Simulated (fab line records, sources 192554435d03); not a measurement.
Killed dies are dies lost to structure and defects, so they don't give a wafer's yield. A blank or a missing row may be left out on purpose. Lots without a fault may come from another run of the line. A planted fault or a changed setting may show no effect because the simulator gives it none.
Which tool did it? | flow n5_finfet | 8 lots, 24 wafers sampled, at 7 steps of a route of 1938

WHAT THE GAUGES READ, wafer by wafer
N5_BEOL_M4_RS_MEAS_58: measures by four-point-probe. Usual: M4_RS 0.684 ohm/sq, standard deviation 0.029.
lot  | measured     | on            | M4_RS (ohm/sq)    | flag
L104 | day 10 08:02 | film_metro-01 | 0.664 0.688 0.640 |
L105 | day 11 07:42 | film_metro-02 | 0.802 0.764 0.824 | OFF
L106 | day 12 02:31 | film_metro-01 | 0.755 0.843 0.859 | OFF
L116 | day 14 22:19 | film_metro-02 | 0.697 0.686 0.691 |
L115 | day 15 02:35 | film_metro-02 | 0.681 0.684 0.703 |
L113 | day 15 04:53 | film_metro-01 | 0.734 0.680 0.641 |
L119 | day 15 19:57 | film_metro-01 | 0.675 0.688 0.676 |
L118 | day 16 03:14 | film_metro-02 | 0.664 0.647 0.697 |

N5_BEOL_M4_RC_MEAS_101. Usual: COMB_M4 5.8e-11 S/m, standard deviation 1.2e-11; COMB_M4_max_site 8e-11 S/m, standard deviation 1.8e-11; DIBL_N 36.3 mV/V, standard deviation 1.2; DIBL_P 36.3 mV/V, standard deviation 1.4; IOFF_N 0.160 nA/um, standard deviation 0.02; IOFF_P 0.210 nA/um, standard deviation 0.025; ION_N 675 uA/um, standard deviation 9.5; ION_P 462 uA/um, standard deviation 7; SS_N 71.5 mV/dec, standard deviation 0.53; SS_P 73.4 mV/dec, standard deviation 0.55; VT_N 249.5 mV, standard deviation 2.6; VT_P -250.1 mV, standard deviation 2.9.
lot  | measured     | on        | COMB_M4 (S/m)                 | COMB_M4_max_site (S/m)           | DIBL_N (mV/V)  | DIBL_P (mV/V)  | IOFF_N (nA/um)    | IOFF_P (nA/um)    | ION_N (uA/um) | ION_P (uA/um) | SS_N (mV/dec)  | SS_P (mV/dec)  | VT_N (mV)         | VT_P (mV)            | flag
L104 | day 10 08:15 | prober-02 | 6.3e-11 7e-11 6.5e-11         | 1.02e-10 8.4e-11 1.15e-10        | 35.1 35.5 36.0 | 36.0 35.5 37.3 | 0.153 0.151 0.173 | 0.219 0.206 0.240 | 669 672 684   | 472 463 472   | 71.1 71.0 70.8 | 73.1 73.2 73.6 | 248.4 249.5 247.6 | -247.9 -250.1 -244.8 |
L105 | day 11 07:54 | prober-02 | 7.8e-11 9e-11 ~0.0014286      | ~0.0014286 ~0.0014286 ~0.0014286 | 36.4 34.4 34.4 | 35.8 34.2 33.7 | 0.157 0.134 0.129 | 0.224 0.198 0.191 | 671 666 661   | 462 465 461   | 71.4 70.9 71.1 | 72.4 72.1 72.8 | 251.7 250.7 250.5 | -247.5 -250.9 -251.9 | OFF
L106 | day 12 02:34 | prober-01 | 7.9e-11 ~0.0014286 ~0.0014286 | ~0.0014286 ~0.0014286 ~0.0014286 | 37.4 38.1 38.0 | 37.5 37.9 37.0 | 0.188 0.201 0.192 | 0.264 0.283 0.258 | 683 684 691   | 474 473 472   | 71.3 71.3 71.4 | 72.9 73.1 73.5 | 245.9 244.1 246.1 | -243.1 -245.8 -245.2 | OFF
L116 | day 14 22:32 | prober-01 | 5.3e-11 4.9e-11 5.1e-11       | 7.6e-11 8.8e-11 7.7e-11          | 35.8 35.5 34.8 | 36.4 34.8 34.7 | 0.172 0.154 0.147 | 0.200 0.179 0.184 | 682 676 677   | 461 458 464   | 70.8 71.4 70.5 | 73.0 73.1 72.1 | 246.2 247.9 250.8 | -253.4 -254.3 -251.8 |
L115 | day 15 02:38 | prober-01 | 4.4e-11 6.5e-11 4.4e-11       | 6.4e-11 9.3e-11 5.5e-11          | 38.0 35.9 35.7 | 38.8 35.7 35.6 | 0.173 0.131 0.134 | 0.213 0.184 0.183 | 667 659 650   | 454 449 449   | 71.4 70.8 71.6 | 73.9 73.0 72.8 | 249.4 253.3 253.9 | -251.8 -254.3 -253.9 |
L113 | day 15 05:05 | prober-02 | 5.8e-11 7.9e-11 6.4e-11       | 7.9e-11 1.08e-10 8.4e-11         | 37.2 35.2 37.3 | 34.9 33.0 35.3 | 0.162 0.126 0.164 | 0.192 0.172 0.212 | 673 674 678   | 456 459 460   | 71.7 71.4 71.6 | 73.2 73.3 73.9 | 248.4 256.2 250.0 | -251.6 -251.6 -249.3 |
L119 | day 15 20:00 | prober-01 | 4.6e-11 4.1e-11 4.6e-11       | 5.3e-11 7.5e-11 7e-11            | 33.8 35.6 36.2 | 35.9 36.3 37.2 | 0.157 0.190 0.183 | 0.187 0.194 0.204 | 675 668 668   | 459 452 452   | 70.8 71.2 71.7 | 73.3 73.7 74.0 | 248.4 248.9 250.5 | -252.7 -254.3 -252.4 |
L118 | day 16 03:17 | prober-02 | 5.9e-11 5e-11 5.3e-11         | 6.2e-11 6.8e-11 1.03e-10         | 35.3 34.8 34.6 | 36.4 34.8 35.8 | 0.154 0.143 0.151 | 0.208 0.183 0.206 | 679 683 691   | 472 466 466   | 71.6 70.8 71.3 | 72.7 72.7 72.1 | 247.8 248.7 250.1 | -249.9 -250.5 -247.9 |

WHICH TOOL RAN EACH LOT (tool, then ch and the chambers of the sampled wafers, then the start)
lot  | N5_BEOL_M4_ANNEAL_91         | N5_BEOL_M4_ANNEAL_95         | N5_BEOL_M4_ANNEAL_51             | N5_BEOL_M4_CMP_52             | N5_BEOL_M4_DEP_57
L104 | pvd_sputter-03, day 10 06:23 | pvd_sputter-03, day 10 06:49 | rtp_anneal-02 ch 0, day 10 07:12 | cmp-04 ch 1,2,3, day 10 07:28 | pecvd-04 ch 1, day 10 07:58
L105 | pvd_sputter-01, day 11 06:04 | pvd_sputter-01, day 11 06:31 | rtp_anneal-02, day 11 06:53      | cmp-04 ch 2,3, day 11 07:11   | pecvd-04 ch 1,2, day 11 07:38
L106 | pvd_sputter-02, day 12 00:53 | pvd_sputter-02, day 12 01:20 | rtp_anneal-01, day 12 01:40      | cmp-02 ch 0,2,3, day 12 01:58 | pecvd-03 ch 0,2, day 12 02:28
L116 | pvd_sputter-02, day 14 20:29 | pvd_sputter-02, day 14 20:56 | rtp_anneal-02 ch 0, day 14 21:31 | cmp-04 ch 0,1,3, day 14 21:46 | pecvd-02 ch 0,1,2, day 14 22:15
L115 | pvd_sputter-03, day 15 00:16 | pvd_sputter-03, day 15 00:43 | rtp_anneal-02 ch 0, day 15 01:40 | cmp-02 ch 0,2,3, day 15 02:02 | pecvd-04 ch 0,2, day 15 02:31
L113 | pvd_sputter-03, day 15 03:10 | pvd_sputter-03, day 15 03:36 | rtp_anneal-02 ch 0, day 15 03:59 | cmp-01 ch 0,2,3, day 15 04:16 | pecvd-03 ch 0,1, day 15 04:47
L119 | pvd_sputter-01, day 15 16:18 | pvd_sputter-01, day 15 16:44 | rtp_anneal-02 ch 0, day 15 19:05 | cmp-01 ch 0,1,2, day 15 19:28 | pecvd-02 ch 0,1,2, day 15 19:53
L118 | pvd_sputter-03, day 16 00:19 | pvd_sputter-03, day 16 00:45 | rtp_anneal-02 ch 0, day 16 02:21 | cmp-01 ch 1,3, day 16 02:39   | pecvd-03 ch 0,2, day 16 03:09
- N5_BEOL_M4_ANNEAL_91: time 240 s.
- N5_BEOL_M4_ANNEAL_95: time 240 s.
- N5_BEOL_M4_ANNEAL_51: time 90 s.
- N5_BEOL_M4_CMP_52: polishes, stops on SiOC, t overpolish 6.8 s, target thk 40 nm.
- N5_BEOL_M4_DEP_57: deposits SiCN from 3MS/NH3, target thk 8 nm, time 14 s.

WHAT THE TOOLS THEMSELVES READ (means of the sampled wafers that have a number; where no wafer has one, the mark that the record gives instead)
N5_BEOL_M4_ANNEAL_91. Usual: heater_power_w 789 W, standard deviation 110; susceptor_temp_C 400.01 C, standard deviation 0.24; susceptor_temp_C_max 401.0, standard deviation 0.41.
lot  | tool           | heater_power_w (W) | susceptor_temp_C (C) | susceptor_temp_C_max | flag
L104 | pvd_sputter-03 | 672                | 400.08               | 401.3                |
L105 | pvd_sputter-01 | 821                | 399.94               | 400.6                |
L106 | pvd_sputter-02 | 792                | 399.69               | 400.7                |
L116 | pvd_sputter-02 | 826                | 400.18               | 401.4                |
L115 | pvd_sputter-03 | 858                | 399.94               | 400.9                |
L113 | pvd_sputter-03 | 866                | 400.34               | 401.6                |
L119 | pvd_sputter-01 | 739                | 399.74               | 400.8                |
L118 | pvd_sputter-03 | 823                | 399.89               | 401.0                |

N5_BEOL_M4_ANNEAL_95. Usual: heater_power_w 791 W, standard deviation 110; susceptor_temp_C 399.98 C, standard deviation 0.24; susceptor_temp_C_max 401.0, standard deviation 0.38.
lot  | tool           | heater_power_w (W) | susceptor_temp_C (C) | susceptor_temp_C_max | flag
L104 | pvd_sputter-03 | 671                | 400.19               | 401.3                |
L105 | pvd_sputter-01 | 827                | 399.76               | 400.4                |
L106 | pvd_sputter-02 | 806                | 400.19               | 401.2                |
L116 | pvd_sputter-02 | 814                | 399.92               | 401.2                |
L115 | pvd_sputter-03 | 863                | 399.90               | 400.9                |
L113 | pvd_sputter-03 | 871                | 400.05               | 401.3                |
L119 | pvd_sputter-01 | 736                | 399.99               | 400.8                |
L118 | pvd_sputter-03 | 837                | 400.18               | 401.3                |

N5_BEOL_M4_ANNEAL_51. Usual: anneal_temp_c 224.99 C, standard deviation 0.16; anneal_temp_c_max 226.3, standard deviation 0.33; wafer_temp_C_max 226.0, standard deviation 0.37.
lot  | tool          | anneal_temp_c (C) | anneal_temp_c_max | wafer_temp_C_max | flag
L104 | rtp_anneal-02 | 224.78            | 226.1             | 226.1            |
L105 | rtp_anneal-02 | -                 | -                 | -                | OFF
L106 | rtp_anneal-01 | -                 | -                 | -                | OFF
L116 | rtp_anneal-02 | 225.23            | 226.6             | 226.3            |
L115 | rtp_anneal-02 | 224.97            | 226.6             | 226.4            |
L113 | rtp_anneal-02 | 224.79            | 226.1             | 226.1            |
L119 | rtp_anneal-02 | 225.16            | 226.7             | 226.3            |
L118 | rtp_anneal-02 | 225.01            | 226.5             | 226.2            |

N5_BEOL_M4_CMP_52. Usual: barrier_field_endpoint_s 24.6 s, standard deviation 0.56; motor_current_A 6.1 A, standard deviation 0.44; overpolish_run_s 6.801 s, standard deviation 0.0094; platen_rpm 50.00 rpm, standard deviation 0.037; slurry_filter_dp_kPa 13.50 kPa, standard deviation 0.15; time_to_endpoint_s 61.2 s, standard deviation 2.6.
lot  | tool   | barrier_field_endpoint_s (s) | motor_current_A (A) | overpolish_run_s (s) | platen_rpm (rpm) | slurry_filter_dp_kPa (kPa) | time_to_endpoint_s (s) | flag
L104 | cmp-04 | 24.7                         | 6.3                 | 6.805                | 50.01            | 13.42                      | 60.9                   |
L105 | cmp-04 | 29.4                         | 6.7                 | 6.795                | 49.99            | 13.34                      | 80.8                   | OFF
L106 | cmp-02 | 29.1                         | 5.8                 | 6.803                | 49.98            | 13.45                      | 81.1                   | OFF
L116 | cmp-04 | 25.4                         | 6.2                 | 6.793                | 50.04            | 13.51                      | 64.6                   |
L115 | cmp-02 | 24.5                         | 5.7                 | 6.799                | 50.02            | 13.58                      | 61.1                   |
L113 | cmp-01 | 23.7                         | 6.0                 | 6.794                | 50.04            | 13.48                      | 59.1                   |
L119 | cmp-01 | 24.0                         | 5.8                 | 6.799                | 50.01            | 13.40                      | 58.4                   |
L118 | cmp-01 | 24.4                         | 5.7                 | 6.793                | 49.95            | 13.45                      | 61.9                   |

N5_BEOL_M4_DEP_57. Usual: showerhead_plenum_p_Torr 3.670 Torr, standard deviation 0.0088; throttle_valve_pct 9.2 %, standard deviation 0.65.
lot  | tool     | showerhead_plenum_p_Torr (Torr) | throttle_valve_pct (%) | flag
L104 | pecvd-04 | 3.687                           | 8.5                    |
L105 | pecvd-04 | 3.686                           | 8.6                    |
L106 | pecvd-03 | 3.667                           | 9.6                    |
L116 | pecvd-02 | 3.665                           | 9.4                    |
L115 | pecvd-04 | 3.666                           | 9.0                    |
L113 | pecvd-03 | 3.663                           | 9.5                    |
L119 | pecvd-02 | 3.675                           | 9.4                    |
L118 | pecvd-03 | 3.670                           | 9.6                    |

THE ANSWER, worked out from the rows above alone
Rule: a lot is off if the mean of its wafers that have a number lies more than 3 standard deviations from the usual mean. A lot without any number at a reading at which 4 lots or more have one is off too. The other lots that the step has rows for count as sound. The gauges are gone through in route order, then the tools' own readings, and for those a lot's mean is taken as printed above. The first step at which some lot is off is used, and at that step the reading that is off furthest; a lot without a number counts as furthest.
Off: L105, L106, at N5_BEOL_M4_RS_MEAS_58 (M4_RS).
A tool fits if, at a process step before that reading, it ran every lot that is off, and no sound lot after the first of them. The gauges at N5_BEOL_M4_RS_MEAS_58 aren't tried: what is off there is off at N5_BEOL_M4_RC_MEAS_101 too, on other tools, and a gauge's error can't cause that. None of those tried fits.

WHAT THE SIMULATOR HAD PUT IN
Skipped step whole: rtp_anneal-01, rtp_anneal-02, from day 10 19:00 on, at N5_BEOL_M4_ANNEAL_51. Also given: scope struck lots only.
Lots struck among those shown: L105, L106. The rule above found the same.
